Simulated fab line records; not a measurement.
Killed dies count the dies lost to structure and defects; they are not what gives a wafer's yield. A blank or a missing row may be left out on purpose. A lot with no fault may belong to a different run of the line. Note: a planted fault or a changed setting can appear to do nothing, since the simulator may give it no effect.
fab line records ; flow n5-finfet
record: lots: 5; wafers: 15; last-day: 17
route steps=1938 shown BEOL_M0_SAQP@680 BEOL_M4@1111 PASSIVATION@1936
lots untouched by any fault: they come from a run of this same line in which no faults occurred
start-h: start of the lot's first displayed wafer, in hours after the record's first day ; wait-h: hours from the lot's prior step to this one ; " same as the row above ; L1.1+2: a single row standing in for several wafers ; - no value, or no start was given ; * or withheld: withheld ; < > ~ a bound
route shown NAME@n: NAME is a module with steps in the file, n the number in the route of the first one ; usual: mean and standard deviation over wafers with no fault ; same: alike in all rows ; chamber/n: place in a boat ; sites: each site's reading ; _std_site: the values' standard deviation ; _edge_site: outer sites' mean less inner sites' ; radius-mm: for every site, how far away it sits from the centre of the wafer ; mask NAME#n: copy n ; behind: tool/chamber where the wafer was last shaped ; hold: what put the lot on hold/how long, in hours/how the hold closed ; device: which transistor (n, p or np) failed to switch ; end of line: the same wafers' tests at the end of the route ; for a step that has no rows: nothing shown but its recipe ; killed: at the first sort, the dies lost to defects and structure; wafer yield is something else ; map: a wafer's dies, x killed, . not, _ none there
set.NAME: setting as actually run; set.NAME@STEP: the setting as run at that earlier step ; model.NAME: the simulator's own value behind a step, which no gauge read
a table for each step, a row for each wafer; lots at some steps of the route
services: from which hour (start-h, from the record's first day; less than 0 if before it) a tool's chamber was out of use, for how many hours, and why
== steps ==
step: N5_BEOL_M0_SAQP_COAT_69
recipe: resist: SOC; temp-c: 250; time-s: 60; spin-rpm: 1500; resist-thk-nm: 90
step: N5_BEOL_M0_SAQP_COAT_72
recipe: resist: SiARC; temp-c: 220; time-s: 60; spin-rpm: 1500; resist-thk-nm: 15
step: N5_BEOL_M0_SAQP_COAT_87
recipe: resist: underlayer; temp-c: 205; time-s: 60; spin-rpm: 1500; resist-thk-nm: 5
step: N5_BEOL_M0_SAQP_COAT_34
recipe: resist: CAR-EUV; spin-rpm: 1500; resist-thk-nm: 30
step: N5_BEOL_M0_SAQP_EBR_36
recipe: solvent: PGMEA; ebr-width-mm: 1.5
step: N5_BEOL_M0_SAQP_SOFTBAKE_35
recipe: temp-c: 110; time-s: 60; resist: CAR-EUV
step: N5_BEOL_M0_SAQP_EXPOSE_37
recipe: mask-id: M0_CUT1; na: 0.33; source-shape: annular; sigma-inner: 0.35; sigma-outer: 0.8; polarization: unpolarized; target-cd-nm: 30; dose-mj: 44.75
step: N5_BEOL_M0_SAQP_PEB_38
recipe: peb-temp-c: 100; peb-time-s: 60; resist: CAR-EUV
step: N5_BEOL_M0_SAQP_DEVELOP_39
recipe: develop-time-s: 30; developer: TMAH; resist: CAR-EUV; rinse-liquid: surfactant-rinse; dry: air-spin; dev-temp-c: 23
step: N5_BEOL_M0_SAQP_CD_MEAS_40
recipe: target-cd-nm: 30; landing-energy-ev: 500; detector: se-inlens
usual: cd-nm: 29.95/0.22
same: landing-energy-ev: 500
lot.wafer;tool;chamber;start-h;wait-h;cd-nm
L307.1;cd-sem-01;0;147.58;-;30.12
L307.3;cd-sem-01;0;147.58;-;30.08
L307.5;cd-sem-01;0;147.58;-;30.32
L309.1;cd-sem-01;0;159.68;-;29.67
L309.2;cd-sem-01;0;159.68;-;29.86
L309.4;cd-sem-01;0;159.68;-;29.78
L314.1;cd-sem-03;0;191.06;-;30.00
L314.2;cd-sem-03;0;191.06;-;30.01
L314.6;cd-sem-03;0;191.06;-;30.16
L315.1;cd-sem-03;0;194.08;-;29.79
L315.4;cd-sem-03;0;194.08;-;29.70
L315.5;cd-sem-03;0;194.08;-;29.74
L324.4;cd-sem-03;0;250.51;-;29.94
L324.5;cd-sem-03;0;250.51;-;30.12
L324.6;cd-sem-03;0;250.51;-;30.03
step: N5_BEOL_M0_SAQP_OVL_MEAS_41
recipe: points-per-wafer: 522
usual: M0_CUT1_OVL: 0.0/0.76
lot.wafer;tool;chamber;start-h;wait-h;M0_CUT1_OVL[nm]
L307.1;overlay-01;0;147.61;0.0;-0.4
L307.3;overlay-01;0;147.61;0.0;-0.1
L307.5;overlay-01;0;147.61;0.0;0.2
L309.1;overlay-01;0;159.71;0.0;-0.4
L309.2;overlay-01;0;159.71;0.0;-0.9
L309.4;overlay-01;0;159.71;0.0;0.5
L314.1;overlay-01;0;191.09;0.0;1.0
L314.2;overlay-01;0;191.09;0.0;0.4
L314.6;overlay-01;0;191.09;0.0;0.8
L315.1;overlay-02;0;194.11;0.0;0.9
L315.4;overlay-02;0;194.11;0.0;1.8
L315.5;overlay-02;0;194.11;0.0;1.6
L324.4;overlay-02;0;250.56;0.0;0.0
L324.5;overlay-02;0;250.56;0.0;1.7
L324.6;overlay-02;0;250.56;0.0;0.4
step: N5_BEOL_M0_SAQP_INSPECT_42
recipe: mode: adi; inspect-instrument: brightfield
usual: raw-defect-count: 298/97
lot.wafer;tool;chamber;start-h;wait-h;raw-defect-count
L307.1;defect-inspect-01;-;147.67;0.1;308
L307.3;defect-inspect-01;-;147.67;0.1;338
L307.5;defect-inspect-01;-;147.67;0.1;291
L309.1;defect-inspect-01;-;159.77;0.1;283
L309.2;defect-inspect-01;-;159.77;0.1;386
L309.4;defect-inspect-01;-;159.77;0.1;485
L314.1;defect-inspect-01;-;191.15;0.1;217
L314.2;defect-inspect-01;-;191.15;0.1;288
L314.6;defect-inspect-01;-;191.15;0.1;256
L315.1;defect-inspect-01;-;194.17;0.1;388
L315.4;defect-inspect-01;-;194.17;0.1;599
L315.5;defect-inspect-01;-;194.17;0.1;577
L324.4;defect-inspect-02;-;250.60;0.0;273
L324.5;defect-inspect-02;-;250.60;0.0;295
L324.6;defect-inspect-02;-;250.60;0.0;236
step: N5_BEOL_M0_SAQP_DESCUM_45
recipe: chemistry: O2; time-s: 7; source-power-w: 50; bias-power-w: 20; pressure-mtorr: 20; rf-frequency-hz: 2.712e+07; temp-c: 40; resist: CAR-EUV; o2-flow-sccm: 225
usual: chamber-pressure-mTorr: 20.001/0.018; drypump-motor-current-A: 5.8/0.35; oes-product-au: 0.79/0.091; rf-fwd-power-W: 49.34/0.2; rf-vpp-V: 243.7/1.1; showerhead-plenum-p-Torr: 2.11/0.054; throttle-valve-pct: 20.4/0.33
lot.wafer;tool;chamber;start-h;wait-h;chamber-pressure-mTorr;drypump-motor-current-A;oes-product-au;rf-fwd-power-W;rf-hours-counter-h;rf-vpp-V;showerhead-plenum-p-Torr;throttle-valve-pct;model.CAR-EUV_of_BEOL_M0_SAQP_COAT_34.thk-nm;model.BEOL_M0_SAQP.cd-nm
L307.1;rie-diel-06;2;148.01;0.3;19.992;5.2;0.83;49.33;68;243.1;2.12;20.6;26;30
L307.3;rie-diel-06;0;148.01;0.3;20.019;5.8;0.70;49.27;217;244.8;2.17;20.5;26;30
L307.5;rie-diel-06;1;148.01;0.3;19.973;5.9;0.71;48.97;-;243.2;2.08;20.9;26.2;30.2
L309.1;rie-diel-06;2;159.80;0.0;19.999;5.2;0.84;49.17;73;241.2;2.12;20.6;26.2;30
L309.2;rie-diel-06;3;159.80;0.0;20.006;5.8;0.98;49.44;1;243.5;2.14;20.0;26;30
L309.4;rie-diel-06;0;159.80;0.0;19.965;5.7;0.69;49.19;222;244.5;2.16;20.5;26;30
L314.1;rie-diel-03;1;191.19;0.0;20.026;6.1;0.74;49.53;170;245.2;2.18;20.8;26.2;30.2
L314.2;rie-diel-03;2;191.19;0.0;20.001;6.3;0.93;49.49;20;241.7;2.06;20.2;26;30.2
L314.6;rie-diel-03;0;191.19;0.0;20.035;5.6;0.89;49.60;-;243.5;2.03;19.8;26;30
L315.1;rie-diel-06;0;194.21;0.0;20.001;5.8;0.69;49.34;233;243.1;2.16;20.5;26;29.8
L315.4;rie-diel-06;3;194.21;0.0;20.019;5.8;0.91;-;12;243.5;2.14;20.0;27.4;29.4
L315.5;rie-diel-06;2;194.21;0.0;19.993;5.2;0.83;49.51;-;243.2;2.11;20.6;26.2;29.6
L324.4;rie-diel-04;1;250.63;0.0;19.962;5.6;0.67;49.88;242;245.7;2.15;20.6;26;30
L324.5;rie-diel-04;3;250.63;0.0;20.011;5.5;0.77;49.36;-;243.6;2.10;20.4;26;30
L324.6;rie-diel-04;2;250.63;0.0;20.011;5.6;0.79;49.24;-;242.1;2.01;20.4;26;30
step: N5_BEOL_M0_SAQP_ETCH_88
recipe: chemistry: N2/H2; target: underlayer; target-depth-a: 65; time-s: 5.2; ion-energy-ev: 200; mask-material: CAR-EUV; pressure-mtorr: 30; source-w: 840; bias-w: 150; n2-flow-sccm: 200; h2-flow-sccm: 200; ends: cleared
usual: chamber-pressure-mTorr: 30.01/0.039; drypump-motor-current-A: 5.8/0.36; etch-rf-on-time-s: 5.19/0.062; oes-product-au: 0.68/0.076; rf-fwd-power-W: 819.7/2.5; rf-vpp-V: 524.6/2; showerhead-plenum-p-Torr: 2.57/0.063; throttle-valve-pct: 17.9/0.33
lot.wafer;tool;chamber;start-h;wait-h;chamber-pressure-mTorr;drypump-motor-current-A;etch-rf-on-time-s;oes-product-au;rf-fwd-power-W;rf-hours-counter-h;rf-vpp-V;showerhead-plenum-p-Torr;throttle-valve-pct
L307.1;rie-diel-06;2;148.04;0.0;30.03;5.2;5.16;0.71;818.1;68;525.6;2.58;18.0
L307.3;rie-diel-06;0;148.04;0.0;29.97;5.8;5.26;0.59;819.5;217;527.6;2.62;17.9
L307.5;rie-diel-06;1;148.04;0.0;29.97;5.9;5.26;0.61;816.3;-;525.2;2.51;18.3
L309.1;rie-diel-06;2;159.84;0.0;29.96;5.2;5.20;0.72;821.6;73;525.2;2.58;18.0
L309.2;rie-diel-06;3;159.84;0.0;30.00;5.8;5.11;0.83;822.4;1;524.9;2.61;17.4
L309.4;rie-diel-06;0;159.84;0.0;30.08;5.8;5.29;0.60;819.2;222;524.8;2.62;17.9
L314.1;rie-diel-03;1;191.22;0.0;30.12;6.1;5.28;0.64;816.8;170;526.6;2.64;18.3
L314.2;rie-diel-03;2;191.22;0.0;30.04;6.3;5.10;0.79;824.4;20;523.9;2.48;17.6
L314.6;rie-diel-03;0;191.22;0.0;29.95;5.6;5.16;0.75;814.3;-;522.0;2.48;17.3
L315.1;rie-diel-06;0;194.24;0.0;30.01;5.8;5.17;0.59;818.2;233;524.6;2.62;17.9
L315.4;rie-diel-06;3;194.24;0.0;29.98;5.8;5.10;0.78;818.9;12;525.1;2.60;17.4
L315.5;rie-diel-06;2;194.24;0.0;29.97;5.2;5.16;0.70;821.3;-;524.4;2.57;18.1
L324.4;rie-diel-04;1;250.66;0.0;30.02;5.6;5.22;0.57;821.8;242;525.8;2.61;18.1
L324.5;rie-diel-04;3;250.66;0.0;29.93;5.4;5.17;0.67;817.9;-;524.6;2.55;17.8
L324.6;rie-diel-04;2;250.66;0.0;29.98;5.7;5.20;0.68;820.8;-;522.8;2.45;18.0
step: N5_BEOL_M0_SAQP_ETCH_73
recipe: chemistry: CF4; target: SiARC; target-depth-a: 195; mask-material: CAR-EUV; time-s: 32.5; ion-energy-ev: 80; pressure-mtorr: 40; source-w: 545; bias-w: 36; Ar_flow_sccm: 100; cf4-flow-sccm: 100; ends: cleared
usual: chamber-pressure-mTorr: 40.00/0.031; drypump-motor-current-A: 5.8/0.36; etch-rf-on-time-s: 32.3/0.43; mfc-ar-sccm: 100.1/0.33; oes-product-au: 0.68/0.076; rf-fwd-power-W: 532.6/2.2; rf-vpp-V: 184.4/0.99; showerhead-plenum-p-Torr: 2.16/0.052; throttle-valve-pct: 15.6/0.33
lot.wafer;tool;chamber;start-h;wait-h;chamber-pressure-mTorr;drypump-motor-current-A;etch-rf-on-time-s;mfc-ar-sccm;oes-product-au;rf-fwd-power-W;rf-hours-counter-h;rf-vpp-V;showerhead-plenum-p-Torr;throttle-valve-pct
L307.1;rie-diel-06;2;148.06;0.0;39.98;5.2;32.5;100.0;0.72;531.5;68;186.2;2.17;15.8
L307.3;rie-diel-06;0;148.06;0.0;40.01;5.7;32.9;99.2;0.60;531.4;217;184.4;2.20;15.6
L307.5;rie-diel-06;1;148.06;0.0;40.00;5.9;33.0;99.7;0.60;531.1;-;183.3;2.12;16.1
L309.1;rie-diel-06;2;159.85;0.0;39.98;5.2;31.7;100.2;0.72;533.8;73;184.0;2.17;15.8
L309.2;rie-diel-06;3;159.85;0.0;39.98;5.8;31.7;99.9;0.83;531.0;1;185.3;2.19;15.1
L309.4;rie-diel-06;0;159.85;0.0;40.03;5.8;32.2;100.5;0.60;530.5;222;185.8;2.20;15.7
L314.1;rie-diel-03;1;191.24;0.0;39.98;6.1;32.7;99.5;0.64;537.2;170;185.3;2.23;16.0
L314.2;rie-diel-03;2;191.24;0.0;40.02;6.3;31.2;100.1;0.80;535.8;20;182.9;2.10;15.3
L314.6;rie-diel-03;0;191.24;0.0;40.03;5.6;31.8;99.9;0.76;530.0;-;184.1;2.09;15.0
L315.1;rie-diel-06;0;194.26;0.0;40.02;5.7;32.7;100.0;0.59;530.0;233;185.3;2.19;15.7
L315.4;rie-diel-06;3;194.26;0.0;40.00;5.8;31.8;100.2;0.79;536.4;12;184.6;2.19;15.1
L315.5;rie-diel-06;2;194.26;0.0;40.05;5.2;32.0;99.6;0.70;532.7;-;184.1;2.16;15.8
L324.4;rie-diel-04;1;250.68;0.0;40.02;5.6;32.3;99.8;0.57;533.4;242;185.4;2.20;15.8
L324.5;rie-diel-04;3;250.68;0.0;40.10;5.4;32.0;99.9;0.67;531.7;-;183.8;2.15;15.6
L324.6;rie-diel-04;2;250.68;0.0;40.00;5.7;32.2;100.3;0.68;532.0;-;182.9;2.06;15.6
step: N5_BEOL_M0_SAQP_CUT_ETCH_46
recipe: chemistry: N2/H2; target: SOC; target-depth-a: 1350; overetch-a: 270; temp-c: 40; time-s: 202.5; ion-energy-ev: 200; mask-material: SiARC; pressure-mtorr: 30; source-w: 840; bias-w: 150; n2-flow-sccm: 200; h2-flow-sccm: 200
usual: chamber-pressure-mTorr: 29.995/0.027; drypump-motor-current-A: 5.8/0.36; rf-fwd-power-W: 837.8/2.6; rf-vpp-V: 524.7/2; showerhead-plenum-p-Torr: 2.57/0.063; throttle-valve-pct: 17.8/0.33
lot.wafer;tool;chamber;start-h;wait-h;chamber-pressure-mTorr;drypump-motor-current-A;rf-fwd-power-W;rf-hours-counter-h;rf-vpp-V;showerhead-plenum-p-Torr;throttle-valve-pct
L307.1;rie-diel-06;2;148.09;0.0;29.987;5.2;837.6;68;525.9;2.58;18.0
L307.3;rie-diel-06;0;148.09;0.0;29.988;5.8;835.0;217;527.0;2.62;17.8
L307.5;rie-diel-06;1;148.09;0.0;29.980;5.9;837.1;-;523.3;2.51;18.3
L309.1;rie-diel-06;2;159.89;0.0;29.994;5.2;836.7;73;525.2;2.58;18.0
L309.2;rie-diel-06;3;159.89;0.0;30.033;5.8;832.9;1;526.2;2.60;17.4
L309.4;rie-diel-06;0;159.89;0.0;30.016;5.7;837.6;222;525.6;2.62;17.9
L314.1;rie-diel-03;1;191.27;0.0;29.976;6.1;837.4;170;526.0;2.64;18.3
L314.2;rie-diel-03;2;191.27;0.0;29.986;6.3;840.3;20;521.7;2.48;17.6
L314.6;rie-diel-03;0;191.27;0.0;30.022;5.6;837.7;-;522.1;2.48;17.2
L315.1;rie-diel-06;0;194.29;0.0;29.985;5.8;835.8;233;525.8;2.62;17.9
L315.4;rie-diel-06;3;194.29;0.0;30.031;5.8;836.6;12;526.5;2.60;17.4
L315.5;rie-diel-06;2;194.29;0.0;29.989;5.2;837.7;-;525.2;2.57;18.0
L324.4;rie-diel-04;1;250.71;0.0;29.972;5.6;841.1;242;525.8;2.61;18.0
L324.5;rie-diel-04;3;250.71;0.0;29.976;5.4;841.5;-;526.1;2.55;17.8
L324.6;rie-diel-04;2;250.71;0.0;30.012;5.6;840.4;-;521.2;2.45;18.0
step: N5_BEOL_M0_SAQP_STRIP_74
recipe: chemistry: N2/H2; temp-c: 40; n2-flow-sccm: 200; h2-flow-sccm: 200; rf-frequency-hz: 6e+07
step: N5_BEOL_M0_SAQP_STRIP_89
recipe: chemistry: N2/H2; temp-c: 40; n2-flow-sccm: 200; h2-flow-sccm: 200; rf-frequency-hz: 6e+07
step: N5_BEOL_M0_SAQP_ALD_48
recipe: material: SiO2; target-thk-a: 200; temp-c: 100; ald-precursor-family: BDEAS; ald-co-reactant: O2-plasma; pulse-time-s: 1; co-reactant-pulse-time-s: 1; purge-time-s: 2; co-reactant-purge-time-s: 2; ald-cycles: 139; pressure-torr: 2
usual: heater-power-w: 75/6.4; precursor-pulse-height-rel: 1.001/0.02
same: ald-cycles: 139
lot.wafer;tool;chamber;start-h;wait-h;heater-power-w;precursor-pulse-height-rel
L307.1;ald-sin-04;3;148.29;0.0;81;1.016
L307.3;ald-sin-04;0;148.29;0.0;77;1.006
L307.5;ald-sin-04;0;148.29;0.0;78;0.996
L309.1;ald-sin-01;1;160.11;0.0;72;0.983
L309.2;ald-sin-01;2;160.11;0.0;88;0.994
L309.4;ald-sin-01;0;160.11;0.0;75;1.007
L314.1;ald-sin-01;0;191.63;0.2;75;1.013
L314.2;ald-sin-01;1;191.63;0.2;73;1.035
L314.6;ald-sin-01;2;191.63;0.2;89;0.982
L315.1;ald-sin-02;2;194.53;0.1;64;1.012
L315.4;ald-sin-02;0;194.53;0.1;72;0.980
L315.5;ald-sin-02;3;194.53;0.1;75;1.005
L324.4;ald-sin-04;1;250.91;0.0;71;1.005
L324.5;ald-sin-04;1;250.91;0.0;72;0.977
L324.6;ald-sin-04;0;250.91;0.0;71;1.003
step: N5_BEOL_M0_SAQP_ETCH_49
recipe: chemistry: CF4/O2; target-depth-a: 370; target: SiO2; pressure-mtorr: 40; source-w: 535; bias-w: 49; Ar_flow_sccm: 100; cf4-flow-sccm: 100; O2_flow_sccm: 10; ion-energy-ev: 100
usual: chamber-pressure-mTorr: 40.01/0.04; drypump-motor-current-A: 5.9/0.35; mfc-ar-sccm: 99.96/0.28; oes-product-au: 0.81/0.088; rf-fwd-power-W: 532.6/1.7; rf-vpp-V: 240/3.1; showerhead-plenum-p-Torr: 2.22/0.059; throttle-valve-pct: 15.8/0.35
lot.wafer;tool;chamber;start-h;wait-h;chamber-pressure-mTorr;drypump-motor-current-A;mfc-ar-sccm;oes-product-au;rf-fwd-power-W;rf-hours-counter-h;rf-vpp-V;showerhead-plenum-p-Torr;throttle-valve-pct;model.BEOL_M0_SAQP.cd-nm
L307.1;rie-diel-03;3;148.88;0.3;39.99;6.3;99.86;0.77;535.8;146;240;2.30;15.8;30
L307.3;rie-diel-03;0;148.88;0.3;39.98;5.7;100.13;0.92;534.2;38;240;2.15;15.2;30
L307.5;rie-diel-03;0;148.88;0.3;40.01;5.6;100.01;0.91;532.1;-;238;2.15;15.3;30.6
L309.1;rie-diel-04;0;160.67;0.3;40.00;6.3;99.73;0.67;532.0;247;238;2.17;16.3;29.6
L309.2;rie-diel-04;2;160.67;0.3;39.99;5.6;99.78;0.82;533.7;94;237;2.14;15.8;30
L309.4;rie-diel-04;3;160.67;0.3;40.03;5.5;99.97;0.79;530.1;110;241;2.22;15.8;29.4
L314.1;rie-diel-06;0;192.15;0.3;39.98;5.7;100.61;0.68;533.9;233;245;2.26;15.9;30
L314.2;rie-diel-06;1;192.15;0.3;40.01;5.9;99.76;0.70;529.5;223;245;2.18;16.3;30.6
L314.6;rie-diel-06;3;192.15;0.3;40.08;5.8;99.71;0.91;531.8;-;238;2.25;15.4;30.4
L315.1;rie-diel-03;0;195.05;0.3;40.02;5.6;99.45;0.88;535.7;51;240;2.15;15.3;29.8
L315.4;rie-diel-03;1;195.05;0.3;40.00;6.1;100.15;0.74;533.3;171;245;2.29;16.2;29.8
L315.5;rie-diel-03;1;195.05;0.3;39.98;6.1;100.17;0.74;533.2;-;243;2.29;16.3;29.6
L324.4;rie-diel-03;2;251.49;0.3;40.03;6.3;99.75;0.89;533.3;38;237;2.16;15.6;29.8
L324.5;rie-diel-03;1;251.49;0.3;39.99;6.1;99.53;0.73;529.7;-;245;2.29;16.3;29.8
L324.6;rie-diel-03;0;251.49;0.3;40.02;5.6;100.11;0.86;530.6;-;239;2.14;15.3;30.2
step: N5_BEOL_M0_SAQP_STRIP_75
recipe: chemistry: CF4; resist: SiARC; power-w: 300; bias-power-w: 75; pressure-mtorr: 50; cf4-flow-sccm: 150; rf-frequency-hz: 6e+07
usual: chamber-pressure-mTorr: 50.00/0.045; drypump-motor-current-A: 5.9/0.35; oes-product-au: 0.186/0.019; rf-fwd-power-W: 294.0/1.3; rf-vpp-V: 271.5/1.3; showerhead-plenum-p-Torr: 1.81/0.048; throttle-valve-pct: 13.5/0.35
lot.wafer;tool;chamber;start-h;wait-h;chamber-pressure-mTorr;drypump-motor-current-A;oes-product-au;rf-fwd-power-W;rf-hours-counter-h;rf-vpp-V;showerhead-plenum-p-Torr;throttle-valve-pct
L307.1;rie-diel-03;3;148.98;0.1;50.00;6.3;0.180;294.4;146;272.7;1.87;13.6
L307.3;rie-diel-03;0;148.98;0.1;50.07;5.6;0.208;295.7;38;269.8;1.75;13.0
L307.5;rie-diel-03;0;148.98;0.1;49.97;5.6;0.209;294.5;-;269.7;1.75;13.0
L309.1;rie-diel-04;0;160.77;0.1;50.01;6.3;0.157;293.2;247;270.8;1.77;14.1
L309.2;rie-diel-04;2;160.77;0.1;50.07;5.6;0.192;294.2;94;268.6;1.74;13.5
L309.4;rie-diel-04;3;160.77;0.1;50.00;5.4;0.183;292.8;110;272.5;1.81;13.5
L314.1;rie-diel-06;0;192.25;0.1;49.99;5.8;0.164;293.6;233;272.8;1.84;13.7
L314.2;rie-diel-06;1;192.25;0.1;50.07;5.9;0.161;293.6;223;271.2;1.77;14.1
L314.6;rie-diel-06;3;192.25;0.1;49.97;5.8;0.203;294.9;-;271.7;1.84;13.1
L315.1;rie-diel-03;0;195.15;0.1;50.03;5.6;0.203;293.7;51;271.5;1.74;13.0
L315.4;rie-diel-03;1;195.15;0.1;49.98;6.1;0.165;295.5;171;272.2;1.86;14.0
L315.5;rie-diel-03;1;195.15;0.1;49.97;6.1;0.171;293.9;-;271.6;1.86;14.0
L324.4;rie-diel-03;2;251.59;0.1;49.90;6.3;0.198;295.2;38;270.9;1.76;13.3
L324.5;rie-diel-03;1;251.59;0.1;49.99;6.1;0.167;294.7;-;272.9;1.86;14.0
L324.6;rie-diel-03;0;251.59;0.1;50.11;5.7;0.194;293.6;-;269.2;1.74;13.0
step: N5_BEOL_M4_RC_MEAS_101
usual: DIBL_N: 36.5/1.4; DIBL_P: 36.5/1.6; IOFF_N: 0.163/0.022; IOFF_P: 0.219/0.029; ION_N: 675/8.3; ION_P: 464/6.2; SS_N: 71.5/0.52; SS_P: 73.4/0.57; VT_N: 249.7/2.6; VT_P: -250/3
lot.wafer;tool;chamber;start-h;wait-h;DIBL_N[mV/V];DIBL_P[mV/V];IOFF_N[nA/um];IOFF_P[nA/um];ION_N[uA/um];ION_P[uA/um];SS_N[mV/dec];SS_P[mV/dec];VT_N[mV];VT_P[mV]
L307.1;prober-02;0;201.60;0.0;37.2;36.7;0.175;0.217;675;462;71.6;74.2;249.6;-253
L307.3;prober-02;0;201.60;0.0;36.6;35.0;0.162;0.191;679;463;71.9;73.3;253.3;-253
L307.5;prober-02;0;201.60;0.0;38.3;38.0;0.198;0.237;681;470;71.6;74.3;247.6;-250
L309.1;prober-01;0;213.01;0.0;35.2;35.1;0.147;0.180;673;462;71.7;72.9;250.7;-253
L309.2;prober-01;0;213.01;0.0;34.9;34.8;0.145;0.179;675;461;71.0;72.5;252.5;-252
L309.4;prober-01;0;213.01;0.0;36.8;37.2;0.177;0.200;680;461;72.1;73.4;246.7;-250
L315.1;prober-01;0;246.45;0.0;36.2;37.9;0.182;0.281;683;477;72.1;73.4;245.3;-242
L315.4;prober-01;0;246.45;0.0;36.1;38.0;0.189;0.304;691;483;71.5;73.7;244.6;-241
L315.5;prober-01;0;246.45;0.0;35.5;37.1;0.170;0.271;680;476;71.5;74.0;247.4;-244
L314.1;prober-02;0;248.00;0.0;36.6;35.6;0.175;0.246;674;471;72.5;73.1;246.5;-247
L314.2;prober-02;0;248.00;0.0;36.0;35.5;0.164;0.233;677;467;71.6;73.6;243.1;-247
L314.6;prober-02;0;248.00;0.0;36.1;35.9;0.170;0.235;681;472;71.4;73.8;247.6;-245
L324.4;prober-02;0;310.83;0.5;34.2;35.8;0.136;0.198;681;470;71.7;73.1;250.4;-252
L324.5;prober-02;0;310.83;0.5;34.4;36.2;0.140;0.202;674;467;71.6;72.8;251.3;-250
L324.6;prober-02;0;310.83;0.5;33.5;35.1;0.131;0.191;666;466;70.4;72.6;252.4;-252
step: N5_PASSIVATION_PROBE_49
usual: defect-limited-yield: 91.2/1.6; killed_at_M0_to_M3: 33/11; killed_at_M4_up: 15/6.2; killed-at-contacts: 15/7.1; killed-at-front-end: 38/12; killed-at-other: 4/3.5; killed-dies: 104/19; killed-on-rim: 14/4; killed-open: 69/14; killed-short: 34/8.5; sort_bin_5_function: 5.2/0.99; sort_bin_6_memory: 3.3/0.77; sort-n-pass: 1076/19; sort-yield-pct: 91.2/1.6
same: gross-dies: 1180; killed-at-back-side: 0; sort_bin_4_leakage[%]: 0; sort_bin_8_speed[%]: 0
lot.wafer;tool;chamber;start-h;wait-h;defect-limited-yield[%];killed_at_M0_to_M3;killed_at_M4_up;killed-at-contacts;killed-at-front-end;killed-at-other;killed-dies;killed-on-rim;killed-open;killed-short;sort_bin_5_function[%];sort_bin_6_memory[%];sort-n-pass;sort-yield-pct[%]
L314.1;prober-01;-;354.76;0.0;91.2;44;6;9;41;4;104;11;68;35;5.6;2.7;1076;91.2
L314.6;prober-01;-;355.01;0.3;91.7;33;14;15;26;10;98;15;70;28;5.1;3.1;1082;91.7
killed by level:class
L314.1 STI_FIN_REVEAL:geometric-particle:open=15 BEOL_M0_SAQP:geometric-particle:short=12 BEOL_M1:geometric-particle:open=10 MOL_CONTACT_COAG:geometric-particle:open=8 BEOL_M0_SAQP:geometric-particle:open=8 BEOL_M2:geometric-particle:open=5 BEOL_M3:geometric-particle:open=5 STI_FIN_REVEAL:geometric-particle:short=4
L314.6 MOL_CONTACT_COAG:geometric-particle:open=12 BEOL_M3:geometric-particle:open=11 BEOL_M0_SAQP:geometric-particle:open=9 BEOL_M0_SAQP:geometric-particle:short=7 STI_FIN_REVEAL:geometric-particle:open=6 GATE_CUT:geometric-particle:open=5 BEOL_M4:geometric-particle:open=4 MOL_CONTACT_COAG:geometric-particle:short=3
== services ==
tool;chamber;start-h;hours;kind
rie-diel-06;3;138.00;-;clean
rie-diel-06;3;138.00;-;consumable-replace:focus-ring
rie-diel-06;3;138.00;20.4;scheduled-down
rie-diel-06;3;138.00;20.4;vent-cycle
rie-diel-04;1;139.91;2.5;repair
rie-diel-03;1;140.98;6.8;repair
ald-sin-01;3;157.56;52.7;repair
rie-diel-04;-;163.06;1.1;repair
rie-diel-04;0;170.61;-;clean
rie-diel-04;0;170.61;-;consumable-replace:focus-ring
rie-diel-04;0;170.61;19.5;scheduled-down
rie-diel-04;0;170.61;19.5;vent-cycle
ald-sin-04;-;178.30;14.0;pm
ald-sin-04;0;178.30;14.0;vent-cycle
ald-sin-04;1;178.30;14.0;vent-cycle
ald-sin-04;2;178.30;14.0;vent-cycle
ald-sin-04;3;178.30;14.0;vent-cycle
ald-sin-04;0;192.30;-;clean
ald-sin-04;1;192.30;-;clean
ald-sin-04;2;192.30;-;clean
rie-diel-04;3;206.29;13.1;repair
ald-sin-04;-;207.11;14.6;pm
ald-sin-02;3;228.19;19.0;repair
ald-sin-04;-;244.53;6.1;pm
== key ==
first-sign none at tools or gauges
model-effect: step: N5_BEOL_M0_SAQP_DESCUM_45; value: CAR-EUV_of_BEOL_M0_SAQP_COAT_34.thk-nm; without: 26; struck: 27.4
model-effect: step: N5_BEOL_M0_SAQP_ETCH_49; value: BEOL_M0_SAQP.cd-nm; without: 30.2; struck: 29.8
met-at N5_BEOL_M0_SAQP_DESCUM_45
struck-wafers L315.4
onset-between 159.80 194.21
fault: kind: process-parameter-drift; tool: rie-diel-06; chamber: -; onset-h: 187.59; steps: N5_BEOL_M0_SAQP_DESCUM_45; channel: time-s; offset: *; shape: step; end-h: 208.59; scope: struck-wafers-only; acts-in: *; stated: *
